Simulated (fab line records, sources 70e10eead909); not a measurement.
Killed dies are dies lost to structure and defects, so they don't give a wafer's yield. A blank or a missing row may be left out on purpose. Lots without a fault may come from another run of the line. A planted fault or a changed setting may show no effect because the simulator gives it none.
Chamber matching | flow nand_harc | NHARC_A_M0_STRIP_18 on rie_diel-04: 4 sister chambers
The step strips in N2/H2. 4 wafers are shown with their chamber, then 7 later ones without.

WAFERS WITH THEIR CHAMBER
wafer  | chamber | rf_vpp_V (V)
L081.5 | 0       | 89.5
L086.1 | 3       | 91.9
L089.1 | 2       | 89.9
L089.2 | 1       | 90.1

WAFERS WITHOUT THEIR CHAMBER
wafer  | rf_vpp_V (V)
L089.5 | 89.6
L091.2 | 89.0
L091.3 | 88.1
L091.6 | 90.7
L096.1 | 92.2
L096.2 | 90.1
L096.4 | 90.1

WHICH CHAMBER EACH WENT THROUGH
wafer  | from the rows above               | in truth
L089.5 | can't be placed: 0 or 2 or 1      | 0
L091.2 | can't be placed: 0 or 2 or 1      | 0
L091.3 | can't be placed: 0 or 2 or 1      | 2
L091.6 | can't be placed: 1 or 2 or 0 or 3 | 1
L096.1 | 3                                 | 3
L096.2 | can't be placed: 1 or 2 or 0      | 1
L096.4 | can't be placed: 1 or 2 or 0      | 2
Placed correctly: 1 of 7. Can't be placed from these rows: 6 (the true chamber is among the candidates in 6). Placed wrongly: 0.
How it was worked out, from the rows above alone: a wafer's distance from a chamber is the root of the sum, over the readings, of the square of ((its reading less the chamber's mean) divided by the reading's scatter). The wafer belongs to the nearest chamber; if the next one is less than 2 further off, it can't be placed. A chamber's mean is the mean of its shown wafers. The scatter: with one shown wafer a chamber, the root of the mean of the squares of how far each hidden wafer lies from its nearest shown one.
